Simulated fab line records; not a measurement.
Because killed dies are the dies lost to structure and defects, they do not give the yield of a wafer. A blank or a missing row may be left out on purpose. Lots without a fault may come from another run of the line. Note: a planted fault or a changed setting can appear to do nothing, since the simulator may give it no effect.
Struck lot and sound lot, side by side / flow nand harc / 22 steps out of a route of 1302
Sound: the wafers L174.4, L174.5, L174.6. Wafers L186.2, L186.3, L186.5 were the ones struck. Last of all comes the cause.
Order at every step that has rows: each side's tool, ch and its chambers, its first start. Under that, the readings that differ: sound wafers / struck wafers / difference of the means / sigmas: that difference in standard deviations of wafers without a fault.
alike: readings with means less than 2 such deviations apart, plus words and numbers identical on both sides. not compared: withheld readings, readings lacking a value on some wafer, bounds such as >300 that could conceal the same value, and numbers that have no deviation in the record and whose values overlap.
A row with sigmas, a row that says differs or no value, or rows on one side alone: a step with any of these is where the two part. Numbers that don't overlap but have no deviation are shown without sigmas and don't part them. A reading that every wafer of one side lacks parts them only if that side has two wafers or more.

NHARC_P_CONTACT_CVD_23: deposits W, target thk 200 nm, time 557 s.
  sound on cvd w-01 ch 0,1; struck on cvd w-01 ch 0
  alike: chamber pressure Torr, heater power w, susceptor temp C, throttle valve pct
NHARC_P_CONTACT_CMP_24: polishes, t overpolish 30 s, target thk 200 nm.
  sound on cmp-02 ch 0,1,3, day 6 08:33; struck on cmp-03 ch 0,1, day 11 15:56
  alike: motor current A, overpolish run s, slurry flow ml min, time to endpoint s
next, for these wafers, 1 step has no rows: NHARC_P_CONTACT_SRD_26.
NHARC_P_CONTACT_INSPECT_27:
  struck on defect inspect-02, day 11 16:20; sound on defect inspect-01, day 6 08:55
  alike: raw defect count
then, 7 steps without rows for these wafers: NHARC_P_M0_DEP_00 (deposits SiOC, target thk 150 nm); NHARC_P_M0_DEHYDRATE_01 (time 120 s); NHARC_P_M0_HMDS_02 (time 30 s); NHARC_P_M0_COAT_33 (time 65 s); NHARC_P_M0_COAT_03 (resist thk 90 nm); NHARC_P_M0_SOFTBAKE_04 (time 55 s); NHARC_P_M0_EBR_05.
NHARC_P_M0_EXPOSE_06: exposes mask P M0, target cd 90 nm.
  sound on arfi scanner-02 ch 0, day 6 09:41; struck on arfi scanner-02 ch 0, day 11 17:07
reading=exposure dose mJ cm2; sound=81.11 81.11 81.16; struck=84.29 84.49 84.45; difference=+3.28; sigmas=+33
  alike: mask
then, 2 steps without rows for these wafers: NHARC_P_M0_PEB_07 (peb time 65 s); NHARC_P_M0_DEVELOP_08 (develop time 35 s).
NHARC_P_M0_CD_MEAS_09: target cd 90 nm.
  sound on cd sem-01 ch 0, day 6 09:49; struck on cd sem-02 ch 0, day 11 17:15
reading=cd nm (nm); sound=89.7 90.1 89.6; struck=92.6 92.8 92.9; difference=+3.0; sigmas=+6
NHARC_P_M0_OVL_MEAS_10: pitch 180 nm.
  struck on overlay-02, day 11 17:20; sound on overlay-02, day 6 09:53
  alike: overlay x nm, overlay y nm
NHARC_P_M0_INSPECT_11:
  struck on defect inspect-01, day 11 17:22; sound on defect inspect-02, day 6 09:56
  alike: raw defect count
NHARC_P_M0_DESCUM_14: chemistry O2, time 3 s.
  sound on rie diel-05 ch 0,3, day 6 10:00; struck on rie diel-01 ch 0,3, day 11 17:26
reading=model.P_M0.cd nm (nm); sound=89.52 90.52 89.47; struck=92.55 92.93 93.28; difference=+3.08; sigmas=
  alike: drypump motor current A, oes product au, rf vpp V, showerhead plenum p Torr, throttle valve pct
  not compared: rf hours counter h
NHARC_P_M0_ETCH_34: etches the open film in N2/H2, target depth 40 nm, overetch 12 nm, time 43.94 s.
  sound on rie diel-05 ch 0,2,3, day 6 10:05; struck on rie diel-01 ch 0,1,3, day 11 17:32
reading=oes product au (a.u.); sound=1.009 0.999 0.998; struck=0.979 0.993 0.984; difference=-0.017; sigmas=-2
  alike: bias w, drypump motor current A, rf vpp V, showerhead plenum p Torr, throttle valve pct
  not compared: rf hours counter h
NHARC_P_M0_ETCH_15: etches the open film in C4F8/Ar, target depth 150 nm, overetch 15 nm, time 82.5 s.
  sound on rie diel-05 ch 0,1,2; struck on rie diel-01 ch 0,2,3
reading=model.P_M0.cd nm (nm); sound=89.06 90.69 89.09; struck=92.48 92.71 93.05; difference=+3.13; sigmas=
  alike: bias w, oes product au, rf vpp V
  not compared: rf hours counter h
NHARC_P_M0_CD_MEAS_16:
  struck on cd sem-03, day 11 17:44; sound on cd sem-03, day 6 10:18
reading=cd nm (nm); sound=89.0 90.9 88.8; struck=92.2 92.4 93.2; difference=+3.0; sigmas=+5
-- the record jumps here: 19 days lie between the struck wafers' starts before and after (it left off in module P_M0 and takes up again in module END, whose first step shown is number 1302 of the route) --
NHARC_END_SORT_01:
  sound on prober-02 ch 0, day 25 01:49; struck on prober-02 ch 0, day 30 07:46
  alike: defect limited yield, killed at array, killed at other, killed at periphery, killed dies, killed open, killed short, sort_bin_2_pct, sort_bin_3_pct, sort_bin_4_pct, sort n pass, sort rim yield pct, sort yield pct

WHERE THEY PART
First at NHARC_P_M0_EXPOSE_06; last, within this record, at NHARC_P_M0_CD_MEAS_16. Later steps at which nothing parts them and some readings are alike: NHARC_END_SORT_01.

WHY: what the simulator had put in
Process parameter drift: arfi scanner-02, from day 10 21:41 on, at NHARC_P_M0_EXPOSE_06. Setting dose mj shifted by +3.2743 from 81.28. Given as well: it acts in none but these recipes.
